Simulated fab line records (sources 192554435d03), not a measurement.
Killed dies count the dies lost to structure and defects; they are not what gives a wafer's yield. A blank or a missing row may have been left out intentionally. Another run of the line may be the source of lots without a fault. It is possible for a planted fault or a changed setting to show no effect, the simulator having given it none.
Chamber matching -- flow n5_finfet -- rie_diel-04 running N5_BEOL_M12_ETCH_67: 4 sister chambers
The step etches SiARC in CF4, target depth 143 nm, time 238.3 s. 4 wafers are shown with their chamber, then 8 later ones without.

== WAFERS, EACH WITH ITS CHAMBER ==
wafer,chamber,showerhead_plenum_p_Torr (Torr)
L078.3,0,2.19
L080.6,3,2.14
L085.4,2,2.08
L088.3,1,2.02

== WAFERS WITH NO CHAMBER GIVEN ==
wafer,showerhead_plenum_p_Torr (Torr)
L088.4,2.08
L088.5,2.14
L090.1,2.02
L090.4,2.02
L090.5,2.02
L095.1,2.01
L095.4,2.07
L095.6,2.07

== WHICH CHAMBER EACH ONE RAN IN ==
wafer,from the rows above,in truth
L088.4,2,2
L088.5,3,3
L090.1,1,1
L090.4,1,1
L090.5,1,1
L095.1,1,1
L095.4,2,2
L095.6,2,2
Correct placement for 8 of the 8. Can't be placed from these rows: 0. Wrongly placed: 0.
How it was worked out, from the rows above alone: a wafer's distance from a chamber is the root of the sum, over the readings, of the square of ((its reading less the chamber's mean) divided by the reading's scatter). The wafer belongs to the nearest chamber; if the next one is less than 2 further off, it can't be placed. Each chamber's mean is taken over the wafers shown for it. The scatter (one wafer shown for each chamber): square how far every hidden wafer sits from the nearest shown wafer, average those squares and take the square root.
